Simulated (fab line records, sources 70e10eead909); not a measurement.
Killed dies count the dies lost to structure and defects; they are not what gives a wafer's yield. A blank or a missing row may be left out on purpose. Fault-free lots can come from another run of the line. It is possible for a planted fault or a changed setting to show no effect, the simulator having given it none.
One fault through the eyes of 3 desks	flow nand_harc	only its own numbers are on each desk; what lay behind them is given at the end

== THE DEFECT DESK ==
Counts from the inspections along the route, per lot, as means over the sampled wafers that have a number. A lot is out of limits, marked OUT, if its mean lies more than 4 standard deviations from the usual mean; the brackets give that distance.
Columns: A = raw_defect_count at NHARC_P_GATE_INSPECT_28, usual 6.0
lot	first seen here	A
L958	day 5 22:19	4.3
L964	day 8 15:15	8.3
L965	day 8 19:47	4.3
L974	day 12 15:46	4.3
L975	day 12 20:30	5.3
L977	day 13 13:47	5.3
Result from this desk: across the 6 lots, nothing is out of limits.

== AT THE TOOL OWNER'S DESK: rie_diel-01 ==
The tool's own readings at NHARC_P_GATE_ETCH_104 (etches the open film in CF4/CHF3, target depth 60 nm): means of the sampled wafers that have a number, for each lot that ran on this tool. A lot is out of limits, marked OUT, if its mean lies more than 4 standard deviations from the usual mean; the brackets give that distance.
Columns: A = drypump_motor_current_A at NHARC_P_GATE_ETCH_104, usual 5.9 A; B = oes_product_au at NHARC_P_GATE_ETCH_104, usual 0.949 a.u.; C = rf_fwd_power_W at NHARC_P_GATE_ETCH_104, usual 492.6 W; D = rf_vpp_V at NHARC_P_GATE_ETCH_104, usual 370.9 V; E = showerhead_plenum_p_Torr at NHARC_P_GATE_ETCH_104, usual 1.58 Torr; F = throttle_valve_pct at NHARC_P_GATE_ETCH_104, usual 16.803 %
lot	first seen here	A	B	C	D	E	F
L958	day 5 22:28	5.6	0.938	495.5	370.9	1.58	16.802
L964	day 8 15:25	5.6	0.864 (-4.3) OUT	426.4 (-25) OUT	371.8	1.58	16.803
L965	day 8 19:57	5.6	0.893	426.3 (-25) OUT	371.1	1.58	16.797
This desk's finding: out of limits on L964, L965; first on L964, day 8 15:25 (oes_product_au at NHARC_P_GATE_ETCH_104). In limits: L958.

== AT THE METROLOGY DESK ==
What the gauges read for every lot (on any tool): the sampled wafers with a number, averaged. A lot is out of limits, marked OUT, if its mean lies more than 4 standard deviations from the usual mean; the brackets give that distance.
Columns: A = cd_nm at NHARC_P_GATE_CD_MEAS_26, usual 119.8 nm; B = overlay_x_nm at NHARC_P_GATE_OVL_MEAS_27, usual 0.2 nm; C = overlay_y_nm at NHARC_P_GATE_OVL_MEAS_27, usual 0.1 nm
lot	first seen here	A	B	C
L958	day 5 22:11	120.3	0.2	0.7
L964	day 8 15:08	120.2	-0.0	0.3
L965	day 8 19:40	119.6	-0.8	0.2
L974	day 12 15:39	119.3	0.8	0.3
L975	day 12 20:23	120.3	0.6	1.2
L977	day 13 13:40	119.3	0.9	-0.2
Result from this desk: across the 6 lots, nothing is out of limits.

== TAKEN TOGETHER ==
The tool owner's desk had the chance to raise an alarm at day 8 15:25 on L964, L965.
Nothing out of limits was seen by the defect desk.
Nothing out of limits was seen by the metrology desk.
The defect desk has L964, L965 on record, within its limits.
The metrology desk holds a record of L964, L965, inside its limits.
Of the lots named, all ran NHARC_P_GATE_ETCH_104 on rie_diel-01.

== WHAT THE SIMULATOR HAD INSERTED ==
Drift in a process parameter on rie_diel-01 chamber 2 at NHARC_P_GATE_ETCH_104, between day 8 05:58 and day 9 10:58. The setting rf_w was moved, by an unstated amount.
Shown lots that were struck: L964, L965.
How many hours passed from the start of the fault until each desk's first out-of-limits reading: the tool owner's desk, 9.
